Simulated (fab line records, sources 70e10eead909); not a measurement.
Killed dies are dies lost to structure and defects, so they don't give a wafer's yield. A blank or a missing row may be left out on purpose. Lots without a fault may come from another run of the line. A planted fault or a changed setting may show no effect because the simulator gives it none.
A struck lot beside a sound one | flow nand_harc | 15 steps out of a route of 1302
Sound: wafers L976.1, L976.4, L976.5. Struck: wafers L991.1, L991.4, L991.6. The cause comes at the end.
At each step with rows: each side's tool, then ch and its chambers, then its first start. Under that, the readings that differ: sound wafers | struck wafers | difference of the means | sigmas: that difference in standard deviations of wafers without a fault.
alike: readings whose means differ by less than 2 such deviations, and words and numbers that are the same on both sides. not compared: withheld readings, readings that some wafer has no value for, bounds like >300 that may hide the same value, and numbers for which the record gives no deviation and whose values overlap.
The two part at a step that has a row with sigmas, a row that says differs or no value, or rows on one side only. Numbers that don't overlap but have no deviation are shown without sigmas and don't part them. A reading that every wafer of one side lacks parts them only if that side has two wafers or more.

NHARC_P_GATE_CD_MEAS_46: target cd 720 nm.
  sound on cd_sem-01 ch 0, day 8 11:53; struck on cd_sem-03 ch 0, day 14 23:25
  alike: cd_nm
then, 1 step without rows for these wafers: NHARC_P_GATE_HARDBAKE_47 (time 80 s).
NHARC_P_GATE_DESCUM_48: chemistry O2, time 3 s.
  sound on rie_diel-03 ch 0,2,3, day 8 12:04; struck on rie_diel-02 ch 0,1,2, day 14 23:35
  alike: chamber_pressure_mTorr, drypump_motor_current_A, o2_flow_sccm, oes_product_au, rf_vpp_V, showerhead_plenum_p_Torr, throttle_valve_pct
  not compared: rf_hours_counter_h
then, 1 step without rows for these wafers: NHARC_P_GATE_IMPLANT_49.
NHARC_P_GATE_STRIP_111: strips in N2/H2, time 250 s.
  sound on plasma_asher-02 ch 0,1, day 8 12:28; struck on plasma_asher-01 ch 0,1, day 15 00:14
  alike: drypump_motor_current_A, heater_power_w
  not compared: rf_hours_counter_h
NHARC_P_GATE_STRIP_75: strips in O2.
  sound on plasma_asher-02 ch 0,1, day 8 12:44; struck on plasma_asher-01 ch 0,1, day 15 00:33
  alike: drypump_motor_current_A, heater_power_w
  not compared: rf_hours_counter_h
then, 6 steps without rows for these wafers: NHARC_P_GATE_STRIP_50 (strips in SPM, time 900 s); NHARC_P_GATE_DEHYDRATE_51 (time 120 s); NHARC_P_GATE_HMDS_52 (time 30 s); NHARC_P_GATE_COAT_53; NHARC_P_GATE_SOFTBAKE_54 (time 95 s); NHARC_P_GATE_EBR_55.
NHARC_P_GATE_EXPOSE_56: exposes mask P PSD, target cd 720 nm.
  sound on krf_scanner-01 ch 0, day 8 13:22; struck on krf_scanner-04 ch 0, day 15 01:11
  reading                        | sound                | struck               | difference | sigmas
  reticle_temp_C (C)             | 22.82 22.80 22.87    | 23.09 23.11 23.03    | +0.25      | +2
  model.P_GATE.overlay_x_nm (nm) | -7.244 -7.244 -7.244 | -88.94 -88.94 -88.94 | -81.70     |
  alike: mask
then, 1 step without rows for these wafers: NHARC_P_GATE_PEB_57 (peb time 85 s).
-- the record jumps here: 18 days lie between the struck wafers' starts before and after (it left off in module P_GATE and takes up again in module END, whose first step shown is number 1302 of the route) --
NHARC_END_SORT_01:
  the record has rows for the struck wafers here (prober-02 ch 0, day 33 12:15) and none for the sound ones

WHERE THEY PART
First at NHARC_P_GATE_EXPOSE_56; last, within this record, at NHARC_END_SORT_01.

WHY: what the simulator had put in
Scanner matching overlay: krf_scanner-04, from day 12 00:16 on, at NHARC_P_GATE_EXPOSE_56. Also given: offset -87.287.
